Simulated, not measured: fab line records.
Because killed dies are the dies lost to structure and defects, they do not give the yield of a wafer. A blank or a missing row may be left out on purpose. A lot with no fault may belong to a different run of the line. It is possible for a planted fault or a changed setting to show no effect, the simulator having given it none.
Problem report, 8D (eight disciplines) form, completed by code / flow n5_finfet / the parts of the form that need people (team, actions taken, sign-off) are left out

## 1. PROBLEM STATEMENT
killed_at_other at N5_PASSIVATION_PROBE_49 reads a mean of 721.8 on 4 wafers of 2 lots; wafers without a fault read 3.3 with a standard deviation of 2.7. That is +99 or more standard deviations from the usual mean.
First seen on wafer L694.1, day 15 20:43, on prober-02. At this step, 6 wafers from 2 lots have a number in the record. By rule, "out" or "out of limits" means more than 4 standard deviations away from the usual mean. All remaining wafers that have a number are taken as sound.

## 2. WHAT IT IS, WHAT IT ISN'T
question=which readings at this step | is=killed_at_other, defect_limited_yield, killed_dies, killed_on_rim, sort_bin_5_function, sort_n_pass, sort_yield_pct | is not=killed_at_M4_up, killed_at_contacts, killed_at_front_end, killed_open, sort_bin_6_memory
question=which lots | is=L694, L696 | is not=-
question=which wafers of those lots | is=L694.1, L694.4, L696.1, L696.6 | is not=L694.2, L696.3
question=read on which tools | is=prober-02 | is not=-
question=when | is=from day 15 20:43 | is not=up to then (0 sound wafers); but 2 sound wafers of L694, L696 came after

## 3. WHAT RULES OUT EACH SUSPECT
Counting: if a tool at a process step up to the reading ran every lot that is out, it stays a suspect. Sound lots after the first of them don't rule it out here, since some wafers of a struck lot are sound.
- pvd_sputter-02 at N5_MIM_TOP_DEGAS_04 (time 60 s): kept. It ran every lot that is out, first L694 (day 15 07:01).
- rie_metal-01 at N5_MIM_TOP_ETCH_ETCH_00 (etches TiN in Cl2/BCl3, target depth 38.5 nm): kept. It ran every lot that is out, first L694 (day 15 07:45).
- prober-02 at N5_PASSIVATION_PROBE_49: kept. It ran every lot that is out, first L694 (day 15 20:43). Out on those wafers are its own readings of defect_limited_yield, killed_at_other, killed_dies, killed_on_rim, sort_bin_5_function, sort_n_pass, sort_yield_pct.
After the count, these remain: pvd_sputter-02 at N5_MIM_TOP_DEGAS_04, rie_metal-01 at N5_MIM_TOP_ETCH_ETCH_00 and prober-02 at N5_PASSIVATION_PROBE_49.

## 4. THE CAUSE (what the simulator had put in)
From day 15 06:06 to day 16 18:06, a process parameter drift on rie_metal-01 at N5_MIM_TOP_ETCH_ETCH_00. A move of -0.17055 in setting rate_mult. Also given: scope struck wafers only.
3 suspects survive the count, and this tool is in that group.

## 5. THE EFFECT CHAIN, in route order
One row per reading whose mean, taken over the struck wafers that have a number, lies over 3 standard deviations from the usual. Only readings for which the record gives a usual standard deviation are gone through. hours: the time from each lot's start at the first step in this table that gives one to its start at this step, as a median over the lots. sigmas: the change in usual standard deviations.
hours=0; step=N5_PASSIVATION_PROBE_49; reading=defect_limited_yield; usual=91.3 %; on struck wafers=30.3; change=-61.0; sigmas=-41
hours=0; step=N5_PASSIVATION_PROBE_49; reading=killed_at_other; usual=3.3; on struck wafers=721.8; change=+718.5; sigmas=+99 or more
hours=0; step=N5_PASSIVATION_PROBE_49; reading=killed_dies; usual=102; on struck wafers=822; change=+720; sigmas=+40
hours=0; step=N5_PASSIVATION_PROBE_49; reading=killed_on_rim; usual=13; on struck wafers=94; change=+80; sigmas=+20
hours=0; step=N5_PASSIVATION_PROBE_49; reading=sort_bin_5_function; usual=5.1 %; on struck wafers=66.0; change=+60.9; sigmas=+61
hours=0; step=N5_PASSIVATION_PROBE_49; reading=sort_n_pass; usual=1078; on struck wafers=358; change=-720; sigmas=-40
hours=0; step=N5_PASSIVATION_PROBE_49; reading=sort_yield_pct; usual=91.3 %; on struck wafers=30.3; change=-61.0; sigmas=-41
Process steps it contains:
- N5_PASSIVATION_PROBE_49

## 6. WHAT WOULD HAVE CAUGHT IT SOONER
In this record no reading fell out of limits until day 15 20:43, 15 hours after the fault had begun at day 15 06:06.
No tool reading at N5_MIM_TOP_ETCH_ETCH_00 that has a usual standard deviation in the record was out on any struck wafer, so an alarm limit of 4 standard deviations on those readings would not have fired.
Among the 2 lots that are out, L696 began N5_MIM_TOP_ETCH_ETCH_00 on rie_metal-01 after day 15 20:43. A hold on the tool at that time would have spared it.
